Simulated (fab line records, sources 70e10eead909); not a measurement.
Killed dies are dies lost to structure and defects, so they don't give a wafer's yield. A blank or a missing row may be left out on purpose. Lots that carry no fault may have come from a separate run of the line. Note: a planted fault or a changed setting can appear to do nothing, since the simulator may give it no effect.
What tool caused it?	flow nandHarc	6 lots (18 wafers sampled), 1 step of a 1159-step route

== WHAT THE GAUGES READ, wafer by wafer ==
NHARC_A_SGD_CUT_THK_MEAS_22: measures by ellipsometry.
lot	measured	on	thkNm (nm)
L346	day 14 17:26	filmMetro-01	145.5 148.3 151.7
L349	day 14 23:29	filmMetro-02	148.9 150.8 145.1
L347	day 14 23:30	filmMetro-01	146.1 150.8 146.5
L350	day 16 02:29	filmMetro-01	147.5 149.5 146.3
L355	day 17 19:28	filmMetro-02	148.1 147.4 146.8
L359	day 18 23:54	filmMetro-02	148.0 149.7 146.7

== WHAT TOOL EACH LOT RAN ON (gives the tool, then ch and the chambers of the sampled wafers, and finally the start) ==
Record: no process step prior to these readings.

== THE ANSWER, worked out from the rows above alone ==
Rule: usual is defined by the lots themselves. Put in order of their means at a reading, lots are off if they are a third of the lots or fewer, leave a main group of 4 or more, and stand apart from it by a gap of 3 or more times the standard deviation of the main group's means; of several such gaps the widest counts. If all means in a main group match to the digits the tables above print for the reading, that group is not used. Also off: a lot with no number at a reading for which 4 or more lots have one. Any other lot the step has rows for is counted as sound.
No lot is off on any of the readings shown, so nothing can be concluded from this.

== WHAT HAD BEEN PUT IN BY THE SIMULATOR ==
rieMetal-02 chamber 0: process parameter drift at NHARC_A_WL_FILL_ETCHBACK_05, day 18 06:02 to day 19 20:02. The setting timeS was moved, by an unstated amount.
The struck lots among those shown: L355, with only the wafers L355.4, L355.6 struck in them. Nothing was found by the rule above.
